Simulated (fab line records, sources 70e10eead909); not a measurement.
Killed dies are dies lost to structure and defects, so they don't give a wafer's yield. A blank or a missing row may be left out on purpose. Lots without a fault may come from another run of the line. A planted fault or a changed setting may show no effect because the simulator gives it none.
Which tool did it? | flow nand_harc | 12 lots, 36 wafers sampled, at 4 steps of a route of 1302

WHAT THE GAUGES READ, wafer by wafer
NHARC_A_STAIRCASE_INSPECT_155.
lot  | measured     | on                | raw_defect_count
L075 | day 19 16:05 | defect_inspect-01 | 369 515 380
L076 | day 20 01:15 | defect_inspect-01 | 357 279 539
L079 | day 21 05:08 | defect_inspect-02 | 443 325 346
L081 | day 21 22:04 | defect_inspect-01 | 599 374 643
L083 | day 23 04:45 | defect_inspect-02 | 421 466 494
L086 | day 24 02:03 | defect_inspect-02 | 399 298 375
L087 | day 25 03:53 | defect_inspect-01 | 282 413 489
L089 | day 25 07:36 | defect_inspect-02 | 497 470 348
L091 | day 25 23:42 | defect_inspect-01 | 235 351 429
L093 | day 26 09:25 | defect_inspect-01 | 336 360 323
L095 | day 28 03:28 | defect_inspect-02 | 231 242 291
L097 | day 28 23:22 | defect_inspect-02 | 656 666 522

WHICH TOOL RAN EACH LOT (tool, then ch and the chambers of the sampled wafers, then the start)
lot  | NHARC_A_STAIRCASE_DEP_325       | NHARC_A_STAIRCASE_STRIP_446          | NHARC_A_STAIRCASE_STRIP_475
L075 | pecvd-01 ch 0,1,2, day 18 21:19 | plasma_asher-01 ch 0,1, day 19 13:35 | rie_diel-09 ch 0,1, day 19 16:05 or earlier
L076 | pecvd-01 ch 1,2, day 19 09:46   | plasma_asher-01 ch 0,1, day 19 22:43 | rie_diel-02 ch 0,2,3, day 20 01:15 or earlier
L079 | pecvd-02 ch 0,1,2, day 20 12:26 | plasma_asher-01 ch 1, day 21 02:28   | rie_diel-09 ch 0,1,3, day 21 04:26
L081 | pecvd-01 ch 0,1,2, day 21 03:56 | plasma_asher-02 ch 0,1, day 21 19:30 | rie_diel-12 ch 0,1, day 21 22:04 or earlier
L083 | pecvd-03 ch 0,1,2, day 22 12:50 | plasma_asher-02 ch 0,1, day 23 01:09 | rie_diel-02 ch 1,2,3, day 23 04:45 or earlier
L086 | pecvd-02 ch 0,1,2, day 23 07:38 | plasma_asher-02 ch 0,1, day 23 23:26 | rie_diel-02 ch 0,1,3, day 24 02:03 or earlier
L087 | pecvd-02 ch 0,2, day 24 07:25   | plasma_asher-02 ch 0,1, day 25 00:15 | rie_diel-12 ch 0,2,3, day 25 03:10
L089 | pecvd-02 ch 0,1,2, day 24 15:04 | plasma_asher-02 ch 0,1, day 25 04:59 | rie_diel-12 ch 0,3, day 25 06:53
L091 | pecvd-01 ch 0,1,2, day 25 11:32 | plasma_asher-01 ch 0,1, day 25 21:10 | rie_diel-12 ch 1,2,3, day 25 23:42 or earlier
L093 | pecvd-01 ch 0,1, day 25 18:20   | plasma_asher-01 ch 0, day 26 06:48   | rie_diel-12 ch 0,3, day 26 09:25 or earlier
L095 | pecvd-02 ch 0,1,2, day 27 12:06 | plasma_asher-02 ch 0,1, day 28 00:47 | rie_diel-02 ch 0,1,2, day 28 03:28 or earlier
L097 | pecvd-01 ch 0,1,2, day 28 07:10 | plasma_asher-02 ch 0,1, day 28 20:54 | rie_diel-12 ch 0,1,2, day 28 23:22 or earlier
- NHARC_A_STAIRCASE_DEP_325: deposits SiO2, target thk 7200 nm.
- NHARC_A_STAIRCASE_STRIP_446: strips in O2.
- NHARC_A_STAIRCASE_STRIP_475: strips in O2, time 20 s.

THE ANSWER, worked out from the rows above alone
Rule: what is usual is taken from the lots themselves. Put in order of their means at a reading, lots are off if they are a third of the lots or fewer, leave a main group of 4 or more, and stand apart from it by a gap of 3 or more times the standard deviation of the main group's means; of several such gaps the widest counts. A main group whose means are all the same, to the digits that the tables above print for the reading, isn't used. A lot without any number at a reading at which 4 lots or more have one is off too. The other lots that the step has rows for count as sound.
No lot is off at any reading shown: from this, nothing can be told.

WHAT THE SIMULATOR HAD PUT IN
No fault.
